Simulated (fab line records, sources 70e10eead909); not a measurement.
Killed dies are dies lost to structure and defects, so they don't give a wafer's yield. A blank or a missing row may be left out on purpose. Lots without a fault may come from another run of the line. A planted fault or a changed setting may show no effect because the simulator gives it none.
Which tool did it? | flow nand_harc | 24 lots, 72 wafers sampled, at 5 steps of a route of 1159

WHAT THE GAUGES READ, wafer by wafer
NHARC_A_SGD_CUT_THK_MEAS_22: measures by ellipsometry.
lot  | measured     | on            | thk_nm (nm)
L074 | day 14 06:47 | film_metro-01 | 149.2 148.0 151.5
L075 | day 14 06:47 | film_metro-02 | 148.1 150.6 149.1
L076 | day 14 06:47 | film_metro-02 | 147.0 149.2 149.7
L077 | day 14 22:12 | film_metro-02 | 148.1 148.2 148.4
L078 | day 14 22:12 | film_metro-02 | 151.0 146.1 152.2
L079 | day 15 02:45 | film_metro-02 | 147.0 146.9 148.7
L082 | day 16 05:19 | film_metro-02 | 149.3 150.0 147.1
L080 | day 16 12:05 | film_metro-01 | 149.8 148.6 150.2
L083 | day 16 17:58 | film_metro-02 | 146.6 150.3 149.1
L081 | day 16 17:58 | film_metro-01 | 150.0 151.3 147.7
L084 | day 16 18:07 | film_metro-01 | 147.1 148.3 148.5
L086 | day 17 06:17 | film_metro-02 | 148.8 147.3 148.3
L087 | day 17 06:16 | film_metro-02 | 149.7 147.7 148.1
L085 | day 17 06:16 | film_metro-01 | 150.1 148.4 147.6
L089 | day 17 18:37 | film_metro-01 | 146.6 146.6 146.9
L088 | day 17 18:36 | film_metro-02 | 153.2 150.3 149.5
L090 | day 18 03:10 | film_metro-01 | 147.8 149.3 149.0
L091 | day 18 03:10 | film_metro-02 | 150.1 149.1 150.4
L094 | day 18 22:05 | film_metro-01 | 147.4 145.8 149.7
L092 | day 19 07:44 | film_metro-02 | 150.1 150.3 150.8
L095 | day 19 07:43 | film_metro-01 | 145.2 144.5 147.2
L093 | day 19 17:47 | film_metro-02 | 150.1 147.0 148.9
L096 | day 20 03:22 | film_metro-01 | 149.8 151.4 148.0
L097 | day 20 16:53 | film_metro-02 | 149.0 149.8 147.5

WHICH TOOL RAN EACH LOT (tool, then ch and the chambers of the sampled wafers, then the start)
lot  | NHARC_A_STAIRCASE_ETCH_315                    | NHARC_A_STAIRCASE_DEP_322       | NHARC_A_STAIRCASE_DEP_471       | NHARC_A_SGD_CUT_ETCH_59
L074 | rie_diel-12 ch 1,2, day 13 00:37 or earlier   | pecvd-03 ch 0,1, day 13 00:37   | pecvd-03 ch 0,1,2, day 13 23:21 | rie_diel-08 ch 2,3, day 14 06:47 or earlier
L075 | rie_diel-12 ch 0,1, day 13 06:28 or earlier   | pecvd-01 ch 0,1,2, day 13 06:28 | pecvd-02 ch 0,2, day 14 01:17   | rie_diel-08 ch 1,2,3, day 14 06:47 or earlier
L076 | rie_diel-07 ch 2,3, day 13 05:53 or earlier   | pecvd-02 ch 0,2, day 13 05:53   | pecvd-01 ch 1,2, day 14 01:35   | rie_diel-04 ch 0,1,3, day 14 06:47 or earlier
L077 | rie_diel-07 ch 0,3, day 13 17:40 or earlier   | pecvd-01 ch 0,1,2, day 13 17:40 | pecvd-01 ch 1,2, day 14 15:14   | rie_diel-01 ch 2,3, day 14 17:18
L078 | rie_diel-12 ch 1,2,3, day 13 17:29 or earlier | pecvd-03 ch 0,1,2, day 13 17:29 | pecvd-02 ch 0,1,2, day 14 14:04 | rie_diel-04 ch 0,3, day 14 22:12 or earlier
L079 | rie_diel-07 ch 0,2,3, day 13 22:13 or earlier | pecvd-03 ch 0,1, day 13 22:13   | pecvd-03 ch 0,1, day 14 19:03   | rie_diel-08 ch 1,2,3, day 15 02:45 or earlier
L082 | rie_diel-12 ch 0,3, day 14 22:00 or earlier   | pecvd-02 ch 0,1, day 14 22:00   | pecvd-01 ch 0,2, day 15 19:29   | rie_diel-01 ch 0,3, day 16 05:19 or earlier
L080 | rie_diel-11 ch 0,2, day 15 03:40 or earlier   | pecvd-03 ch 1,2, day 15 03:40   | pecvd-01 ch 0,1,2, day 16 02:59 | rie_diel-01 ch 2,3, day 16 12:05 or earlier
L083 | rie_diel-07 ch 0,1,3, day 15 09:48 or earlier | pecvd-01 ch 0,2, day 15 09:48   | pecvd-03 ch 0,1,2, day 16 10:25 | rie_diel-08 ch 1,2,3, day 16 17:58 or earlier
L081 | rie_diel-07 ch 2,3, day 15 15:53 or earlier   | pecvd-01 ch 0,1,2, day 15 15:53 | pecvd-02 ch 0,1,2, day 16 12:17 | rie_diel-01 ch 0,1, day 16 14:15
L084 | rie_diel-12 ch 2,3, day 15 15:45 or earlier   | pecvd-03 ch 1, day 15 15:45     | pecvd-02 ch 0,1,2, day 16 12:03 | rie_diel-08 ch 0,2,3, day 16 18:07 or earlier
L086 | rie_diel-07 ch 0,2,3, day 16 00:31 or earlier | pecvd-01 ch 0,1,2, day 16 00:31 | pecvd-02 ch 0,1,2, day 16 21:05 | rie_diel-08 ch 0,2,3, day 17 06:17 or earlier
L087 | rie_diel-07 ch 1,2,3, day 16 00:31 or earlier | pecvd-03 ch 1,2, day 16 00:31   | pecvd-01 ch 1,2, day 16 20:41   | rie_diel-01 ch 2,3, day 17 06:16 or earlier
L085 | rie_diel-11 ch 0,1,3, day 16 00:36 or earlier | pecvd-02 ch 1,2, day 16 00:36   | pecvd-02 ch 1,2, day 16 20:38   | rie_diel-04 ch 0,1,2, day 17 06:16 or earlier
L089 | rie_diel-07 ch 0,1,3, day 16 11:39 or earlier | pecvd-01 ch 0,1, day 16 11:39   | pecvd-01 ch 1, day 17 10:33     | rie_diel-08 ch 1,2,3, day 17 18:37 or earlier
L088 | rie_diel-12 ch 0,1,3, day 16 11:38 or earlier | pecvd-03 ch 0,1,2, day 16 11:38 | pecvd-03 ch 0,2, day 17 10:31   | rie_diel-08 ch 0,3, day 17 18:36 or earlier
L090 | rie_diel-12 ch 1,2, day 16 17:30 or earlier   | pecvd-03 ch 1,2, day 16 17:30   | pecvd-01 ch 0,1, day 17 18:07   | rie_diel-01 ch 0,1,3, day 18 03:10 or earlier
L091 | rie_diel-12 ch 0,2,3, day 17 00:17 or earlier | pecvd-03 ch 0,2, day 17 00:17   | pecvd-03 ch 1,2, day 17 18:31   | rie_diel-01 ch 0,1, day 18 03:10 or earlier
L094 | rie_diel-12 ch 0,1,3, day 17 10:15 or earlier | pecvd-02 ch 0,1, day 17 10:15   | pecvd-03 ch 0,1, day 18 13:09   | rie_diel-04 ch 2,3, day 18 22:05 or earlier
L092 | rie_diel-11 ch 1,2,3, day 17 20:10 or earlier | pecvd-03 ch 0,2, day 17 20:10   | pecvd-03 ch 0,1,2, day 18 23:41 | rie_diel-01 ch 1,3, day 19 07:44 or earlier
L095 | rie_diel-07 ch 0,2, day 17 20:10 or earlier   | pecvd-01 ch 0,1, day 17 20:10   | pecvd-02 ch 0,2, day 19 00:06   | rie_diel-08 ch 0,1,2, day 19 07:43 or earlier
L093 | rie_diel-11 ch 1,2, day 18 04:48 or earlier   | pecvd-01 ch 0,1, day 18 04:48   | pecvd-01 ch 0,1,2, day 19 10:31 | rie_diel-08 ch 0,1,2, day 19 17:47 or earlier
L096 | rie_diel-12 ch 0,1,3, day 18 14:58 or earlier | pecvd-03 ch 0,2, day 18 14:58   | pecvd-03 ch 0,2, day 19 18:43   | rie_diel-08 ch 1,2,3, day 20 03:22 or earlier
L097 | rie_diel-07 ch 0,2,3, day 19 07:49 or earlier | pecvd-02 ch 0,1,2, day 19 07:49 | pecvd-01 ch 0,1,2, day 20 08:16 | rie_diel-08 ch 0,1,3, day 20 16:53 or earlier
- NHARC_A_STAIRCASE_ETCH_315: etches the open film in C4F8/O2/Ar, target depth 2500 nm, time 607.1 s.
- NHARC_A_STAIRCASE_DEP_322: deposits SiO2, target thk 3800 nm.
- NHARC_A_STAIRCASE_DEP_471: deposits SiO2, target thk 100 nm.
- NHARC_A_SGD_CUT_ETCH_59: etches the open film in N2/H2, target depth 260 nm, time 406.25 s.

WHAT THE TOOLS THEMSELVES READ (means of the sampled wafers that have a number; where no wafer has one, the mark that the record gives instead)
NHARC_A_STAIRCASE_ETCH_315.
lot  | tool        | oes_product_au (a.u.) | rf_vpp_V (V)
L074 | rie_diel-12 | 0.934                 | 1836
L075 | rie_diel-12 | 0.946                 | 1831
L076 | rie_diel-07 | 0.930                 | 1840
L077 | rie_diel-07 | 0.921                 | 1836
L078 | rie_diel-12 | 0.941                 | 1836
L079 | rie_diel-07 | 0.941                 | 1833
L082 | rie_diel-12 | 0.960                 | 1827
L080 | rie_diel-11 | 0.934                 | 1823
L083 | rie_diel-07 | 0.927                 | 1827
L081 | rie_diel-07 | 0.924                 | 1840
L084 | rie_diel-12 | 0.931                 | 1835
L086 | rie_diel-07 | 0.929                 | 1832
L087 | rie_diel-07 | 0.923                 | 1833
L085 | rie_diel-11 | 0.939                 | 1832
L089 | rie_diel-07 | 0.934                 | 1826
L088 | rie_diel-12 | 0.937                 | 1830
L090 | rie_diel-12 | 0.929                 | 1835
L091 | rie_diel-12 | 0.935                 | 1832
L094 | rie_diel-12 | 0.935                 | 1830
L092 | rie_diel-11 | 0.941                 | 1839
L095 | rie_diel-07 | 0.939                 | 1824
L093 | rie_diel-11 | 0.935                 | 1844
L096 | rie_diel-12 | 0.948                 | 1830
L097 | rie_diel-07 | 0.953                 | 1832

NHARC_A_STAIRCASE_DEP_322.
lot  | tool     | heater_power_w (W) | mfc_precursor_sccm (sccm)
L074 | pecvd-03 | 684                | 199.7
L075 | pecvd-01 | 673                | 199.8
L076 | pecvd-02 | 606                | 200.1
L077 | pecvd-01 | 713                | 199.9
L078 | pecvd-03 | 719                | 200.6
L079 | pecvd-03 | 750                | 200.1
L082 | pecvd-02 | 661                | 199.5
L080 | pecvd-03 | 648                | 199.8
L083 | pecvd-01 | 800                | 199.9
L081 | pecvd-01 | 667                | 199.8
L084 | pecvd-03 | 705                | 200.4
L086 | pecvd-01 | 741                | 200.4
L087 | pecvd-03 | 747                | 199.5
L085 | pecvd-02 | 575                | 199.7
L089 | pecvd-01 | 683                | 199.7
L088 | pecvd-03 | 740                | 199.7
L090 | pecvd-03 | 701                | 199.6
L091 | pecvd-03 | 634                | 200.2
L094 | pecvd-02 | 648                | 200.3
L092 | pecvd-03 | 690                | 199.2
L095 | pecvd-01 | 690                | 200.8
L093 | pecvd-01 | 613                | 199.2
L096 | pecvd-03 | 674                | 200.0
L097 | pecvd-02 | 677                | 200.1

NHARC_A_STAIRCASE_DEP_471.
lot  | tool     | chamber_pressure_Torr (Torr) | heater_power_w (W) | mfc_precursor_sccm (sccm) | throttle_valve_pct (%)
L074 | pecvd-03 | 6.495                        | 548                | 161.5                     | 15.8
L075 | pecvd-02 | 6.497                        | 505                | 160.6                     | 15.0
L076 | pecvd-01 | 6.488                        | 632                | 161.2                     | 15.5
L077 | pecvd-01 | 6.491                        | 607                | 161.5                     | 15.5
L078 | pecvd-02 | 6.502                        | 528                | 161.2                     | 15.4
L079 | pecvd-03 | 6.512                        | 590                | 161.5                     | 15.5
L082 | pecvd-01 | 6.494                        | 652                | 161.3                     | 16.2
L080 | pecvd-01 | 6.519                        | 605                | 161.2                     | 15.9
L083 | pecvd-03 | 6.502                        | 629                | 161.1                     | 16.1
L081 | pecvd-02 | 6.489                        | 520                | 160.9                     | 14.9
L084 | pecvd-02 | 6.487                        | 520                | 161.2                     | 14.8
L086 | pecvd-02 | 6.497                        | 520                | 161.0                     | 14.8
L087 | pecvd-01 | 6.495                        | 657                | 161.1                     | 15.6
L085 | pecvd-02 | 6.506                        | 540                | 160.5                     | 15.0
L089 | pecvd-01 | 6.500                        | 533                | 161.5                     | 15.1
L088 | pecvd-03 | 6.502                        | 638                | 161.5                     | 16.4
L090 | pecvd-01 | 6.484                        | 626                | 161.1                     | 16.0
L091 | pecvd-03 | 6.504                        | 562                | 161.8                     | 15.8
L094 | pecvd-03 | 6.495                        | 566                | 161.5                     | 15.6
L092 | pecvd-03 | 6.511                        | 615                | 161.5                     | 16.1
L095 | pecvd-02 | 6.507                        | 522                | 161.8                     | 14.5
L093 | pecvd-01 | 6.495                        | 642                | 161.5                     | 15.6
L096 | pecvd-03 | 6.508                        | 567                | 161.6                     | 16.2
L097 | pecvd-01 | 6.508                        | 665                | 161.1                     | 15.8

NHARC_A_SGD_CUT_ETCH_59.
lot  | tool        | drypump_motor_current_A (A) | oes_product_au (a.u.) | rf_vpp_V (V) | showerhead_plenum_p_Torr (Torr) | throttle_valve_pct (%)
L074 | rie_diel-08 | 5.6                         | 0.982                 | 428.7        | 1.94                            | 14.168
L075 | rie_diel-08 | 5.7                         | 1.001                 | 430.7        | 2.04                            | 14.177
L076 | rie_diel-04 | 5.6                         | 1.007                 | 430.5        | 2.01                            | 14.167
L077 | rie_diel-01 | 5.7                         | 0.999                 | 433.0        | 2.11                            | 14.185
L078 | rie_diel-04 | 6.1                         | 0.993                 | 430.6        | 2.04                            | 14.172
L079 | rie_diel-08 | 5.8                         | 0.998                 | 430.7        | 2.03                            | 14.168
L082 | rie_diel-01 | 5.5                         | 1.012                 | 428.7        | 1.99                            | 14.174
L080 | rie_diel-01 | 5.7                         | 1.002                 | 432.4        | 2.11                            | 14.176
L083 | rie_diel-08 | 5.7                         | 0.989                 | 429.5        | 2.03                            | 14.169
L081 | rie_diel-01 | 5.1                         | 0.998                 | 429.1        | 1.98                            | 14.175
L084 | rie_diel-08 | 5.7                         | 0.998                 | 428.2        | 1.96                            | 14.171
L086 | rie_diel-08 | 5.8                         | 0.991                 | 428.1        | 1.96                            | 14.166
L087 | rie_diel-01 | 5.7                         | 1.004                 | 432.2        | 2.11                            | 14.182
L085 | rie_diel-04 | 5.2                         | 1.009                 | 430.2        | 2.03                            | 14.174
L089 | rie_diel-08 | 5.7                         | 0.998                 | 431.0        | 2.03                            | 14.171
L088 | rie_diel-08 | 5.6                         | 1.003                 | 426.9        | 1.92                            | 14.173
L090 | rie_diel-01 | 5.3                         | 0.998                 | 428.8        | 1.98                            | 14.163
L091 | rie_diel-01 | 5.1                         | 1.005                 | 428.0        | 1.98                            | 14.163
L094 | rie_diel-04 | 6.1                         | 1.001                 | 432.4        | 2.10                            | 14.177
L092 | rie_diel-01 | 5.4                         | 0.999                 | 427.8        | 1.95                            | 14.174
L095 | rie_diel-08 | 5.9                         | 0.985                 | 430.9        | 2.05                            | 14.168
L093 | rie_diel-08 | 5.9                         | 0.998                 | 431.0        | 2.05                            | 14.170
L096 | rie_diel-08 | 5.8                         | 0.993                 | 430.5        | 2.03                            | 14.163
L097 | rie_diel-08 | 5.7                         | 0.998                 | 429.8        | 2.01                            | 14.173

THE ANSWER, worked out from the rows above alone
Rule: what is usual is taken from the lots themselves. Put in order of their means at a reading, lots are off if they are a third of the lots or fewer, leave a main group of 4 or more, and stand apart from it by a gap of 3 or more times the standard deviation of the main group's means; of several such gaps the widest counts. A main group whose means are all the same, to the digits that the tables above print for the reading, isn't used. A lot without any number at a reading at which 4 lots or more have one is off too. The other lots that the step has rows for count as sound. The gauges are gone through in route order, then the tools' own readings, and for those a lot's mean is taken as printed above. The first step at which some lot is off is used, and at that step the reading that is off furthest; a lot without a number counts as furthest.
No lot is off at any reading shown: from this, nothing can be told.

WHAT THE SIMULATOR HAD PUT IN
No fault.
